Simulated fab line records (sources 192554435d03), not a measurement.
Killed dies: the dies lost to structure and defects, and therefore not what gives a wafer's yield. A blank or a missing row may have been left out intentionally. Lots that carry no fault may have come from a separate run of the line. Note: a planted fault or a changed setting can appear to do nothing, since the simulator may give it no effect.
Chamber matching | flow n5_finfet | N5_BEOL_M5_DEP_56 on pecvd-03 has 3 sister chambers
The step deposits SiCN from 3MS/NH3, target thk 8 nm, time 14 s. 6 wafers are shown with their chamber, then 9 later ones without.

## EACH WAFER AND ITS CHAMBER
wafer  | chamber | showerhead_plenum_p_Torr (Torr) | showerhead_vpp_V (V)
L086.1 | 2       | 3.645                           | 844
L090.3 | 1       | 3.675                           | 874
L090.4 | 2       | 3.648                           | 835
L091.2 | 1       | 3.671                           | 870
L091.3 | 0       | 3.700                           | 903
L091.6 | 0       | 3.690                           | 884

## WAFERS WITH NO CHAMBER GIVEN
wafer  | showerhead_plenum_p_Torr (Torr) | showerhead_vpp_V (V)
L089.3 | 3.687                           | 890
L089.5 | 3.669                           | 888
L089.6 | 3.637                           | 840
L094.1 | 3.671                           | 865
L094.2 | 3.693                           | 901
L094.4 | 3.683                           | 875
L095.2 | 3.699                           | 884
L095.3 | 3.670                           | 870
L095.4 | 3.663                           | 879

## WHICH CHAMBER EACH ONE RAN IN
wafer  | from the rows above     | in truth
L089.3 | can't be placed: 0 or 1 | 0
L089.5 | 1                       | 1
L089.6 | 2                       | 2
L094.1 | 1                       | 1
L094.2 | 0                       | 0
L094.4 | can't be placed: 1 or 0 | 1
L095.2 | 0                       | 0
L095.3 | 1                       | 1
L095.4 | 1                       | 1
Placed correctly: 7 of 9. Not placeable from these rows: 2 (in 2, the candidates include the true chamber). Number placed wrongly: 0.
How it was worked out, from the rows above alone: a wafer's distance from a chamber is the root of the sum, over the readings, of the square of ((its reading less the chamber's mean) divided by the reading's scatter). If the next closest chamber is less than 2 further off than the closest, the wafer can't be placed; otherwise it belongs to the closest. For every chamber, the mean is computed from those of its wafers that are shown. The scatter: take each reading less its chamber's mean, square it, sum over the shown wafers, divide by the number of wafers less the number of chambers, and take the root.
